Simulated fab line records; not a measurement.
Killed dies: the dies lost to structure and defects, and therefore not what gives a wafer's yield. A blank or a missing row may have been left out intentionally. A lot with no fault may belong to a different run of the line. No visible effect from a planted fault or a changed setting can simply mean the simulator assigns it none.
fab line records / flow nand-harc
record: lots: 7 wafers: 21 last-day: 32
route steps=1302 shown A_DECK1_JOINT@526
lots untouched by any fault: they come from a run of this same line in which no faults occurred
start-h: hours from the record's opening day to when the first of the lot's shown wafers began / wait-h: hours since the lot's step before / " unchanged from the row above / L1.1+2: several wafers, shown together as one row / - no value, or no start given / * or withheld: withheld / < > ~ a bound
route shown NAME@n: a module of which the file shows steps, and the number in the route of the first / usual: mean/standard deviation of fault-free wafers / same: alike in all rows / chamber/n: place in a boat / sites: each site's reading / _std_site: the values' standard deviation / _edge_site: outer sites' mean less inner sites' / radius-mm: how far each site lies from the wafer's centre / mask NAME#n: copy n / behind: the most recent tool/chamber to have shaped the wafer / hold: reason for holding the lot/hours on hold/outcome of the hold / device: whichever transistor did not switch (one of n, p or np) / end of line: tests run on the same wafers once the route is complete / a step with no rows: only its recipe / killed: not the wafer's yield, but the dies lost to structure and defects at the first sort / map: dies across one wafer; x = killed, . = not, _ = none there
set.NAME: the setting that was run; set.NAME@STEP: the one run at that earlier step / model.NAME: the simulator's own value behind a step, which no gauge read
lots seen at some steps along the route; tables by step, rows by wafer
services: when a tool's chamber went out of use (start-h, in hours from the record's first day, below 0 if earlier), for how many hours, and the reason
== steps ==
step: NHARC_A_DECK1_JOINT_CVD_12
recipe: target-thk-a: 900 temp-c: 620 pressure-mtorr: 200 time-s: 1800 material: poly-Si
step: NHARC_A_DECK1_JOINT_CMP_13
recipe: target-thk-nm: 51.023
usual: motor-current-A: 12.3/0.99 slurry-flow-ml-min: 150.0/0.47 time-to-endpoint-s: 9.7/1.7
lot.wafer=L839.3 tool=cmp-04 chamber=2 start-h=308.23 wait-h=0.4 motor-current-A=13.9 slurry-flow-ml-min=150.2 time-to-endpoint-s=8.8
lot.wafer=L839.5 tool=cmp-04 chamber=3 start-h=308.23 wait-h=0.4 motor-current-A=12.2 slurry-flow-ml-min=151.5 time-to-endpoint-s=8.7
lot.wafer=L839.6 tool=cmp-04 chamber=0 start-h=308.23 wait-h=0.4 motor-current-A=11.2 slurry-flow-ml-min=149.7 time-to-endpoint-s=11.2
lot.wafer=L840.2 tool=cmp-04 chamber=2 start-h=314.63 wait-h=0.4 motor-current-A=13.7 slurry-flow-ml-min=149.7 time-to-endpoint-s=10.5
lot.wafer=L840.1 tool=cmp-04 chamber=3 start-h=314.63 wait-h=0.4 motor-current-A=11.9 slurry-flow-ml-min=149.9 time-to-endpoint-s=10.7
lot.wafer=L840.3 tool=cmp-04 chamber=0 start-h=314.63 wait-h=0.4 motor-current-A=10.4 slurry-flow-ml-min=150.2 time-to-endpoint-s=10.5
lot.wafer=L849.2 tool=cmp-03 chamber=0 start-h=400.96 wait-h=0.4 motor-current-A=12.2 slurry-flow-ml-min=149.7 time-to-endpoint-s=8.8
lot.wafer=L849.6 tool=cmp-03 chamber=3 start-h=400.96 wait-h=0.4 motor-current-A=11.9 slurry-flow-ml-min=150.4 time-to-endpoint-s=5.4
lot.wafer=L849.5 tool=cmp-03 chamber=0 start-h=400.96 wait-h=0.4 motor-current-A=12.3 slurry-flow-ml-min=149.4 time-to-endpoint-s=8.5
lot.wafer=L850.2 tool=cmp-03 chamber=3 start-h=405.69 wait-h=0.4 motor-current-A=11.8 slurry-flow-ml-min=149.7 time-to-endpoint-s=9.1
lot.wafer=L850.1 tool=cmp-03 chamber=0 start-h=405.69 wait-h=0.4 motor-current-A=12.7 slurry-flow-ml-min=149.4 time-to-endpoint-s=8.5
lot.wafer=L850.4 tool=cmp-03 chamber=2 start-h=405.69 wait-h=0.4 motor-current-A=11.6 slurry-flow-ml-min=149.8 time-to-endpoint-s=8.9
lot.wafer=L851.2 tool=cmp-02 chamber=3 start-h=429.52 wait-h=0.4 motor-current-A=11.1 slurry-flow-ml-min=150.1 time-to-endpoint-s=11.6
lot.wafer=L851.6 tool=cmp-02 chamber=1 start-h=429.52 wait-h=0.4 motor-current-A=14.1 slurry-flow-ml-min=150.1 time-to-endpoint-s=10.9
lot.wafer=L851.5 tool=cmp-02 chamber=2 start-h=429.52 wait-h=0.4 motor-current-A=12.9 slurry-flow-ml-min=150.2 time-to-endpoint-s=8.0
lot.wafer=L853.4 tool=cmp-04 chamber=0 start-h=433.13 wait-h=0.4 motor-current-A=11.0 slurry-flow-ml-min=149.9 time-to-endpoint-s=12.0
lot.wafer=L853.3 tool=cmp-04 chamber=2 start-h=433.13 wait-h=0.4 motor-current-A=13.1 slurry-flow-ml-min=150.4 time-to-endpoint-s=11.2
lot.wafer=L853.1 tool=cmp-04 chamber=3 start-h=433.13 wait-h=0.4 motor-current-A=12.0 slurry-flow-ml-min=150.2 time-to-endpoint-s=7.6
lot.wafer=L856.2 tool=cmp-04 chamber=3 start-h=470.80 wait-h=0.4 motor-current-A=12.2 slurry-flow-ml-min=150.6 time-to-endpoint-s=11.3
lot.wafer=L856.1 tool=cmp-04 chamber=0 start-h=470.80 wait-h=0.4 motor-current-A=10.2 slurry-flow-ml-min=149.4 time-to-endpoint-s=10.8
lot.wafer=L856.5 tool=cmp-04 chamber=2 start-h=470.80 wait-h=0.4 motor-current-A=13.2 slurry-flow-ml-min=149.7 time-to-endpoint-s=11.6
step: NHARC_A_DECK1_JOINT_THK_MEAS_14
recipe: thk-meas-gauge: ellipsometry
usual: thk-nm: 51.2/1.4
lot.wafer=L839.3 tool=film-metro-02 chamber=- start-h=308.41 wait-h=0.2 thk-nm=53.9
lot.wafer=L839.5 tool=film-metro-02 chamber=- start-h=308.41 wait-h=0.2 thk-nm=53.1
lot.wafer=L839.6 tool=film-metro-02 chamber=- start-h=308.41 wait-h=0.2 thk-nm=51.3
lot.wafer=L840.1 tool=film-metro-02 chamber=- start-h=314.86 wait-h=0.2 thk-nm=52.0
lot.wafer=L840.2 tool=film-metro-02 chamber=- start-h=314.86 wait-h=0.2 thk-nm=51.6
lot.wafer=L840.3 tool=film-metro-02 chamber=- start-h=314.86 wait-h=0.2 thk-nm=51.5
lot.wafer=L849.2 tool=film-metro-01 chamber=- start-h=401.19 wait-h=0.2 thk-nm=50.9
lot.wafer=L849.5 tool=film-metro-01 chamber=- start-h=401.19 wait-h=0.2 thk-nm=51.7
lot.wafer=L849.6 tool=film-metro-01 chamber=- start-h=401.19 wait-h=0.2 thk-nm=52.1
lot.wafer=L850.1 tool=film-metro-02 chamber=- start-h=405.94 wait-h=0.2 thk-nm=51.3
lot.wafer=L850.2 tool=film-metro-02 chamber=- start-h=405.94 wait-h=0.2 thk-nm=50.9
lot.wafer=L850.4 tool=film-metro-02 chamber=- start-h=405.94 wait-h=0.2 thk-nm=52.5
lot.wafer=L851.2 tool=film-metro-02 chamber=- start-h=429.72 wait-h=0.2 thk-nm=49.9
lot.wafer=L851.5 tool=film-metro-02 chamber=- start-h=429.72 wait-h=0.2 thk-nm=49.6
lot.wafer=L851.6 tool=film-metro-02 chamber=- start-h=429.72 wait-h=0.2 thk-nm=51.7
lot.wafer=L853.1 tool=film-metro-01 chamber=- start-h=433.38 wait-h=0.2 thk-nm=51.1
lot.wafer=L853.3 tool=film-metro-01 chamber=- start-h=433.38 wait-h=0.2 thk-nm=50.4
lot.wafer=L853.4 tool=film-metro-01 chamber=- start-h=433.38 wait-h=0.2 thk-nm=50.3
lot.wafer=L856.1 tool=film-metro-02 chamber=- start-h=471.01 wait-h=0.2 thk-nm=51.1
lot.wafer=L856.2 tool=film-metro-02 chamber=- start-h=471.01 wait-h=0.2 thk-nm=51.1
lot.wafer=L856.5 tool=film-metro-02 chamber=- start-h=471.01 wait-h=0.2 thk-nm=52.6
step: NHARC_A_DECK1_JOINT_SRD_04
step: NHARC_A_DECK1_JOINT_ETCHBACK_00
recipe: target-depth-a: 300 time-s: 17.4 hbr-flow-sccm: 150 rf-w: 350 icp-w: 350 bias-w: 60 chemistry: HBr
usual: drypump-motor-current-A: 6.0/0.48 oes-product-au: 1.001/0.0065 throttle-valve-pct: 23.266/0.0086
lot.wafer=L839.3 tool=rie-si-06 chamber=3 start-h=308.55 wait-h=0.1 drypump-motor-current-A=6.2 oes-product-au=1.005 rf-hours-counter-h=0.32 throttle-valve-pct=23.261
lot.wafer=L839.5 tool=rie-si-06 chamber=2 start-h=308.55 wait-h=0.1 drypump-motor-current-A=5.0 oes-product-au=0.999 rf-hours-counter-h=- throttle-valve-pct=23.269
lot.wafer=L839.6 tool=rie-si-06 chamber=3 start-h=308.55 wait-h=0.1 drypump-motor-current-A=6.1 oes-product-au=1.005 rf-hours-counter-h=- throttle-valve-pct=23.260
lot.wafer=L840.3 tool=rie-si-06 chamber=0 start-h=314.98 wait-h=0.1 drypump-motor-current-A=6.1 oes-product-au=1.003 rf-hours-counter-h=0.23 throttle-valve-pct=23.269
lot.wafer=L840.2 tool=rie-si-06 chamber=1 start-h=314.98 wait-h=0.1 drypump-motor-current-A=6.1 oes-product-au=1.005 rf-hours-counter-h=0.27 throttle-valve-pct=23.244
lot.wafer=L840.1 tool=rie-si-06 chamber=2 start-h=314.98 wait-h=0.1 drypump-motor-current-A=5.0 oes-product-au=1.003 rf-hours-counter-h=0.40 throttle-valve-pct=23.279
lot.wafer=L849.2 tool=rie-si-06 chamber=3 start-h=401.32 wait-h=0.1 drypump-motor-current-A=6.2 oes-product-au=1.010 rf-hours-counter-h=0.89 throttle-valve-pct=23.254
lot.wafer=L849.5 tool=rie-si-06 chamber=3 start-h=401.32 wait-h=0.1 drypump-motor-current-A=6.1 oes-product-au=1.012 rf-hours-counter-h=- throttle-valve-pct=23.260
lot.wafer=L849.6 tool=rie-si-06 chamber=0 start-h=401.32 wait-h=0.1 drypump-motor-current-A=6.1 oes-product-au=1.017 rf-hours-counter-h=- throttle-valve-pct=23.264
lot.wafer=L850.1 tool=rie-si-06 chamber=0 start-h=406.08 wait-h=0.1 drypump-motor-current-A=6.1 oes-product-au=0.994 rf-hours-counter-h=0.86 throttle-valve-pct=23.268
lot.wafer=L850.2 tool=rie-si-06 chamber=1 start-h=406.08 wait-h=0.1 drypump-motor-current-A=6.1 oes-product-au=1.009 rf-hours-counter-h=0.84 throttle-valve-pct=23.284
lot.wafer=L850.4 tool=rie-si-06 chamber=3 start-h=406.08 wait-h=0.1 drypump-motor-current-A=6.2 oes-product-au=1.004 rf-hours-counter-h=0.93 throttle-valve-pct=23.279
lot.wafer=L851.2 tool=rie-si-02 chamber=0 start-h=429.87 wait-h=0.1 drypump-motor-current-A=5.6 oes-product-au=1.000 rf-hours-counter-h=0.94 throttle-valve-pct=23.263
lot.wafer=L851.5 tool=rie-si-02 chamber=2 start-h=429.87 wait-h=0.1 drypump-motor-current-A=6.2 oes-product-au=0.994 rf-hours-counter-h=- throttle-valve-pct=23.252
lot.wafer=L851.6 tool=rie-si-02 chamber=3 start-h=429.87 wait-h=0.1 drypump-motor-current-A=5.8 oes-product-au=0.990 rf-hours-counter-h=- throttle-valve-pct=23.273
lot.wafer=L853.3 tool=rie-si-03 chamber=3 start-h=433.51 wait-h=0.1 drypump-motor-current-A=6.0 oes-product-au=1.003 rf-hours-counter-h=0.21 throttle-valve-pct=23.257
lot.wafer=L853.4 tool=rie-si-03 chamber=0 start-h=433.51 wait-h=0.1 drypump-motor-current-A=6.6 oes-product-au=0.999 rf-hours-counter-h=0.23 throttle-valve-pct=23.267
lot.wafer=L853.1 tool=rie-si-03 chamber=1 start-h=433.51 wait-h=0.1 drypump-motor-current-A=6.6 oes-product-au=1.009 rf-hours-counter-h=0.24 throttle-valve-pct=23.258
lot.wafer=L856.1 tool=rie-si-03 chamber=3 start-h=471.16 wait-h=0.1 drypump-motor-current-A=6.0 oes-product-au=0.991 rf-hours-counter-h=0.42 throttle-valve-pct=23.260
lot.wafer=L856.2 tool=rie-si-03 chamber=0 start-h=471.16 wait-h=0.1 drypump-motor-current-A=6.6 oes-product-au=0.994 rf-hours-counter-h=0.42 throttle-valve-pct=23.264
lot.wafer=L856.5 tool=rie-si-03 chamber=1 start-h=471.16 wait-h=0.1 drypump-motor-current-A=6.6 oes-product-au=0.995 rf-hours-counter-h=- throttle-valve-pct=23.284
step: NHARC_A_DECK1_JOINT_PRECLEAN_30
recipe: time-s: * temp-c: 50 bath-age-min: 0 chemistry: SC1
step: NHARC_A_DECK1_JOINT_SRD_31
step: NHARC_A_DECK1_JOINT_CVD_34
recipe: target-thk-a: 200 temp-c: 700 pressure-mtorr: 300 material: SiNx
step: NHARC_A_DECK1_JOINT_DEP_06
recipe: target-thk-a: 800 temp-c: 65 material: SiOx
step: NHARC_A_DECK1_JOINT_CURE_26
recipe: temp-c: 150 time-s: 32 pressure-atm: 0.395
step: NHARC_A_DECK1_JOINT_ANNEAL_27
recipe: temp-c: 400 time-s: 3600 idle-temp-c: 300 ramp-up-c-per-min: 10 densification-p-h2o-torr: 640
step: NHARC_A_DECK1_JOINT_ANNEAL_28
recipe: temp-c: 500 time-s: 1800 idle-temp-c: 400 ramp-up-c-per-min: 10 densification-p-h2o-torr: 640
step: NHARC_A_DECK1_JOINT_ANNEAL_29
recipe: temp-c: 750 time-s: 1800 idle-temp-c: 500 ramp-up-c-per-min: 10 ramp-down-c-per-min: 3
usual: ramp-down-c-per-min: 3.0000/0.00051 ramp-up-c-per-min: 10.0000/0.0018 spike-tc-top-C: 763.5/2.8 zone-power-bottom-pct: 20.7/1.2
lot.wafer=L839.3 tool=furnace-02 chamber=0 start-h=329.16 wait-h=2.6 ramp-down-c-per-min=2.9998 ramp-up-c-per-min=10.000 spike-tc-top-C=761.5 zone-power-bottom-pct=21.7
lot.wafer=L839.5 tool=furnace-02 chamber=0 start-h=329.16 wait-h=2.6 ramp-down-c-per-min=3.0000 ramp-up-c-per-min=9.9996 spike-tc-top-C=761.9 zone-power-bottom-pct=21.2
lot.wafer=L839.6 tool=furnace-02 chamber=0 start-h=329.16 wait-h=2.6 ramp-down-c-per-min=2.9995 ramp-up-c-per-min=10.000 spike-tc-top-C=761.4 zone-power-bottom-pct=21.0
lot.wafer=L840.1 tool=furnace-02 chamber=0 start-h=334.71 wait-h=2.6 ramp-down-c-per-min=3.0005 ramp-up-c-per-min=9.9990 spike-tc-top-C=761.9 zone-power-bottom-pct=21.4
lot.wafer=L840.2 tool=furnace-02 chamber=0 start-h=334.71 wait-h=2.6 ramp-down-c-per-min=3.0001 ramp-up-c-per-min=10.002 spike-tc-top-C=762.0 zone-power-bottom-pct=21.8
lot.wafer=L840.3 tool=furnace-02 chamber=0 start-h=334.71 wait-h=2.6 ramp-down-c-per-min=2.9994 ramp-up-c-per-min=9.9997 spike-tc-top-C=760.9 zone-power-bottom-pct=21.1
lot.wafer=L849.2 tool=furnace-02 chamber=- start-h=423.68 wait-h=3.6 ramp-down-c-per-min=- ramp-up-c-per-min=- spike-tc-top-C=- zone-power-bottom-pct=-
lot.wafer=L849.5 tool=furnace-02 chamber=- start-h=423.68 wait-h=3.6 ramp-down-c-per-min=- ramp-up-c-per-min=- spike-tc-top-C=- zone-power-bottom-pct=-
lot.wafer=L849.6 tool=furnace-02 chamber=- start-h=423.68 wait-h=3.6 ramp-down-c-per-min=- ramp-up-c-per-min=- spike-tc-top-C=- zone-power-bottom-pct=-
lot.wafer=L850.1 tool=furnace-02 chamber=- start-h=423.68 wait-h=3.6 ramp-down-c-per-min=- ramp-up-c-per-min=- spike-tc-top-C=- zone-power-bottom-pct=-
lot.wafer=L850.2 tool=furnace-02 chamber=- start-h=423.68 wait-h=3.6 ramp-down-c-per-min=- ramp-up-c-per-min=- spike-tc-top-C=- zone-power-bottom-pct=-
lot.wafer=L850.4 tool=furnace-02 chamber=- start-h=423.68 wait-h=3.6 ramp-down-c-per-min=- ramp-up-c-per-min=- spike-tc-top-C=- zone-power-bottom-pct=-
lot.wafer=L851.2 tool=furnace-02 chamber=- start-h=449.54 wait-h=2.6 ramp-down-c-per-min=- ramp-up-c-per-min=- spike-tc-top-C=- zone-power-bottom-pct=-
lot.wafer=L851.5 tool=furnace-02 chamber=- start-h=449.54 wait-h=2.6 ramp-down-c-per-min=- ramp-up-c-per-min=- spike-tc-top-C=- zone-power-bottom-pct=-
lot.wafer=L851.6 tool=furnace-02 chamber=- start-h=449.54 wait-h=2.6 ramp-down-c-per-min=- ramp-up-c-per-min=- spike-tc-top-C=- zone-power-bottom-pct=-
lot.wafer=L853.1 tool=furnace-02 chamber=0 start-h=449.54 wait-h=2.6 ramp-down-c-per-min=3.0009 ramp-up-c-per-min=10.001 spike-tc-top-C=762.1 zone-power-bottom-pct=21.2
lot.wafer=L853.3 tool=furnace-02 chamber=0 start-h=449.54 wait-h=2.6 ramp-down-c-per-min=2.9996 ramp-up-c-per-min=9.9993 spike-tc-top-C=763.2 zone-power-bottom-pct=21.5
lot.wafer=L853.4 tool=furnace-02 chamber=0 start-h=449.54 wait-h=2.6 ramp-down-c-per-min=2.9999 ramp-up-c-per-min=10.003 spike-tc-top-C=761.2 zone-power-bottom-pct=21.2
lot.wafer=L856.1 tool=furnace-02 chamber=0 start-h=488.75 wait-h=2.6 ramp-down-c-per-min=3.0002 ramp-up-c-per-min=9.9968 spike-tc-top-C=763.1 zone-power-bottom-pct=21.5
lot.wafer=L856.2 tool=furnace-02 chamber=0 start-h=488.75 wait-h=2.6 ramp-down-c-per-min=3.0005 ramp-up-c-per-min=9.9964 spike-tc-top-C=762.8 zone-power-bottom-pct=21.5
lot.wafer=L856.5 tool=furnace-02 chamber=0 start-h=488.75 wait-h=2.6 ramp-down-c-per-min=2.9998 ramp-up-c-per-min=10.002 spike-tc-top-C=761.5 zone-power-bottom-pct=21.5
step: NHARC_A_DECK1_JOINT_CMP_02
recipe: material: SiOx
usual: motor-current-A: 12.3/1.1 slurry-flow-ml-min: 150.0/0.45
lot.wafer=L839.3 tool=cmp-04 chamber=1 start-h=331.90 wait-h=0.4 motor-current-A=11.6 slurry-flow-ml-min=150.1
lot.wafer=L839.6 tool=cmp-04 chamber=2 start-h=331.90 wait-h=0.4 motor-current-A=13.3 slurry-flow-ml-min=150.2
lot.wafer=L839.5 tool=cmp-04 chamber=3 start-h=331.90 wait-h=0.4 motor-current-A=12.0 slurry-flow-ml-min=151.0
lot.wafer=L840.2 tool=cmp-03 chamber=3 start-h=337.42 wait-h=0.4 motor-current-A=12.3 slurry-flow-ml-min=149.6
lot.wafer=L840.3 tool=cmp-03 chamber=1 start-h=337.42 wait-h=0.4 motor-current-A=12.6 slurry-flow-ml-min=150.1
lot.wafer=L840.1 tool=cmp-03 chamber=2 start-h=337.42 wait-h=0.4 motor-current-A=12.2 slurry-flow-ml-min=150.5
lot.wafer=L850.2 tool=cmp-02 chamber=1 start-h=426.36 wait-h=0.4 motor-current-A=13.4 slurry-flow-ml-min=149.1
lot.wafer=L850.4 tool=cmp-02 chamber=2 start-h=426.36 wait-h=0.4 motor-current-A=12.3 slurry-flow-ml-min=150.1
lot.wafer=L850.1 tool=cmp-02 chamber=3 start-h=426.36 wait-h=0.4 motor-current-A=11.7 slurry-flow-ml-min=149.8
lot.wafer=L849.2 tool=cmp-03 chamber=0 start-h=426.44 wait-h=0.4 motor-current-A=12.8 slurry-flow-ml-min=150.8
lot.wafer=L849.5 tool=cmp-03 chamber=1 start-h=426.44 wait-h=0.4 motor-current-A=13.0 slurry-flow-ml-min=150.3
lot.wafer=L849.6 tool=cmp-03 chamber=2 start-h=426.44 wait-h=0.4 motor-current-A=12.2 slurry-flow-ml-min=149.5
lot.wafer=L853.4 tool=cmp-04 chamber=3 start-h=452.21 wait-h=0.4 motor-current-A=12.0 slurry-flow-ml-min=150.3
lot.wafer=L853.3 tool=cmp-04 chamber=0 start-h=452.21 wait-h=0.4 motor-current-A=10.4 slurry-flow-ml-min=149.3
lot.wafer=L853.1 tool=cmp-04 chamber=1 start-h=452.21 wait-h=0.4 motor-current-A=10.5 slurry-flow-ml-min=149.9
lot.wafer=L851.2 tool=cmp-02 chamber=2 start-h=452.23 wait-h=0.4 motor-current-A=11.9 slurry-flow-ml-min=150.4
lot.wafer=L851.6 tool=cmp-02 chamber=1 start-h=452.23 wait-h=0.4 motor-current-A=14.1 slurry-flow-ml-min=149.8
lot.wafer=L851.5 tool=cmp-02 chamber=2 start-h=452.23 wait-h=0.4 motor-current-A=12.1 slurry-flow-ml-min=150.4
lot.wafer=L856.2 tool=cmp-04 chamber=0 start-h=491.40 wait-h=0.4 motor-current-A=10.7 slurry-flow-ml-min=149.3
lot.wafer=L856.1 tool=cmp-04 chamber=2 start-h=491.40 wait-h=0.4 motor-current-A=13.0 slurry-flow-ml-min=150.5
lot.wafer=L856.5 tool=cmp-04 chamber=0 start-h=491.40 wait-h=0.4 motor-current-A=10.3 slurry-flow-ml-min=149.4
== services ==
tool=cmp-02 chamber=- start-h=285.74 hours=1.3 kind=repair
tool=cmp-03 chamber=- start-h=309.67 hours=2.8 kind=repair
tool=cmp-04 chamber=- start-h=310.06 hours=4.0 kind=pm
tool=rie-si-03 chamber=2 start-h=325.57 hours=2.4 kind=repair
tool=cmp-02 chamber=- start-h=326.53 hours=19.9 kind=repair
tool=rie-si-03 chamber=- start-h=334.71 hours=1.2 kind=repair
tool=cmp-03 chamber=- start-h=368.45 hours=4.0 kind=pm
tool=cmp-02 chamber=- start-h=372.75 hours=2.1 kind=repair
tool=cmp-04 chamber=- start-h=387.31 hours=0.9 kind=repair
tool=cmp-04 chamber=- start-h=390.45 hours=2.1 kind=repair
tool=rie-si-03 chamber=- start-h=398.00 hours=9.0 kind=pm
tool=cmp-04 chamber=- start-h=407.32 hours=0.4 kind=repair
tool=cmp-04 chamber=- start-h=408.06 hours=4.0 kind=pm
tool=cmp-04 chamber=- start-h=425.79 hours=1.1 kind=repair
tool=rie-si-06 chamber=- start-h=426.00 hours=9.0 kind=pm
tool=cmp-03 chamber=- start-h=438.54 hours=4.1 kind=repair
tool=rie-si-03 chamber=- start-h=439.70 hours=0.3 kind=repair
tool=cmp-02 chamber=- start-h=444.38 hours=4.0 kind=pm
tool=cmp-03 chamber=- start-h=466.45 hours=4.0 kind=pm
tool=cmp-04 chamber=- start-h=467.08 hours=3.2 kind=repair
tool=cmp-02 chamber=- start-h=470.31 hours=0.8 kind=repair
tool=rie-si-06 chamber=0 start-h=474.51 hours=4.7 kind=repair
tool=cmp-02 chamber=- start-h=479.33 hours=1.3 kind=repair
tool=cmp-04 chamber=- start-h=479.70 hours=1.0 kind=repair
== key ==
first-sign: step: NHARC_A_DECK1_JOINT_ANNEAL_29 reading: tool-record direction: missing
effect none on later readings
met-at NHARC_A_DECK1_JOINT_ANNEAL_29
struck-wafers L849.2,L849.5,L849.6,L850.1,L850.2,L850.4,L851.2,L851.5,L851.6
later-rows-left-out L849.2,L849.5,L849.6,L850.1,L850.2,L850.4,L851.2,L851.5,L851.6
sort-left-out L849.2,L849.5,L849.6,L850.1,L850.2,L850.4,L851.2,L851.5,L851.6
tester-left-out L849,L850,L851
onset-between 334.71 423.68
fault: kind: skipped-step-whole tool: furnace-02 chamber: - onset-h: 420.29 steps: NHARC_A_DECK1_JOINT_ANNEAL_29 scope: struck-lots-only
tester-left-out: of these lots the tester's yield and bins aren't shown, on N5 and GAA mostly nor the transistor test; their killed dies are dies lost to structure and defects alone, not to doping, threshold or leakage, so they don't give the yield
sort-left-out: the simulated sort isn't trusted on such a fault, so these wafers' sort isn't shown, and their yield isn't known
later-rows-left-out: the simulator's readings of these wafers behind a module that went badly wrong aren't trusted and aren't shown, but for the sort
